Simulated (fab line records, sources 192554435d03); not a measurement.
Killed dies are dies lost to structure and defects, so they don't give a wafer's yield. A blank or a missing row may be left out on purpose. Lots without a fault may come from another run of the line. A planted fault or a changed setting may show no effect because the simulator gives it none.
A struck lot beside a sound one | flow n5_finfet | 15 steps out of a route of 1938
Sound: wafers L207.2, L207.3, L207.5. Struck: wafer L215.5. (L215.2, L215.6 of the same lot were not struck and are left out.) The cause comes at the end.
At each step with rows: each side's tool, then ch and its chambers, then its first start. Under that, the readings that differ: sound wafers | struck wafers | difference of the means | sigmas: that difference in standard deviations of wafers without a fault.
alike: readings whose means differ by less than 2 such deviations, and words and numbers that are the same on both sides. not compared: withheld readings, readings that some wafer has no value for, bounds like >300 that may hide the same value, and numbers for which the record gives no deviation and whose values overlap.
The two part at a step that has a row with sigmas, a row that says differs or no value, or rows on one side only. Numbers that don't overlap but have no deviation are shown without sigmas and don't part them. A reading that every wafer of one side lacks parts them only if that side has two wafers or more.

first, 8 steps without rows for these wafers: N5_BEOL_M14_COAT_66 (time 60 s, resist thk 110 nm); N5_BEOL_M14_COAT_22 (resist thk 300 nm); N5_BEOL_M14_EBR_24; N5_BEOL_M14_SOFTBAKE_23 (time 60 s); N5_BEOL_M14_EXPOSE_25 (exposes mask M14, target cd 280 nm); N5_BEOL_M14_PEB_26 (peb time 90 s); N5_BEOL_M14_DEVELOP_27 (develop time 45 s); N5_BEOL_M14_HARDBAKE_32 (time 120 s).
N5_BEOL_M14_CD_MEAS_28: target cd 284.4 nm.
  sound on cd_sem-03 ch 0, day 11 20:13; struck on cd_sem-02 ch 0, day 14 04:15
  reading    | sound             | struck | difference | sigmas
  cd_nm (nm) | 281.7 282.1 283.1 | 288.5  | +6.2       | +3
N5_BEOL_M14_OVL_MEAS_29:
  sound on overlay-01 ch 0, day 11 20:14; struck on overlay-02 ch 0, day 14 04:17
  alike: M14_OVL
N5_BEOL_M14_INSPECT_30: inspects for defects (macro).
  sound on defect_inspect-02, day 11 20:16; struck on defect_inspect-02, day 14 04:18
  alike: raw_defect_count
N5_BEOL_M14_DESCUM_33: chemistry O2, time 7.9 s.
  sound on rie_diel-02 ch 1,3, day 11 20:29; struck on rie_diel-04 ch 3, day 14 04:20
  alike: drypump_motor_current_A, oes_product_au, rf_vpp_V, showerhead_plenum_p_Torr, throttle_valve_pct
  not compared: rf_hours_counter_h
N5_BEOL_M14_ETCH_67: etches SiARC in CF4, target depth 143 nm, time 238.3 s.
  sound on rie_diel-02 ch 1,3, day 11 20:31; struck on rie_diel-04 ch 3, day 14 04:22
  reading               | sound       | struck | difference | sigmas
  etch_rf_on_time_s (s) | 246 230 245 | 394    | +154       | +27
  alike: drypump_motor_current_A, oes_product_au, rf_vpp_V, showerhead_plenum_p_Torr, throttle_valve_pct
  not compared: rf_hours_counter_h
N5_BEOL_M14_ETCH_68: etches SOC in N2/H2, time 450 s.
  sound on rie_diel-02 ch 1,3, day 11 20:40; struck on rie_diel-04 ch 3, day 14 04:31
  alike: drypump_motor_current_A, oes_product_au, rf_vpp_V, showerhead_plenum_p_Torr, throttle_valve_pct
  not compared: rf_hours_counter_h
N5_PASSIVATION_PROBE_49:
  sound on prober-01, day 12 22:07; struck on prober-02, day 15 06:01
  reading               | sound       | struck | difference | sigmas
  sort_bin_6_memory (%) | 5.2 3.5 5.0 | 2.8    | -1.8       | -3
  alike: defect_limited_yield, killed_at_M0_to_M3, killed_at_M4_up, killed_at_contacts, killed_at_front_end, killed_at_other, killed_dies, killed_open, killed_short, sort_bin_5_function, sort_n_pass, sort_yield_pct

WHERE THEY PART
First at N5_BEOL_M14_CD_MEAS_28; last, within this record, at N5_PASSIVATION_PROBE_49.

WHY: what the simulator had put in
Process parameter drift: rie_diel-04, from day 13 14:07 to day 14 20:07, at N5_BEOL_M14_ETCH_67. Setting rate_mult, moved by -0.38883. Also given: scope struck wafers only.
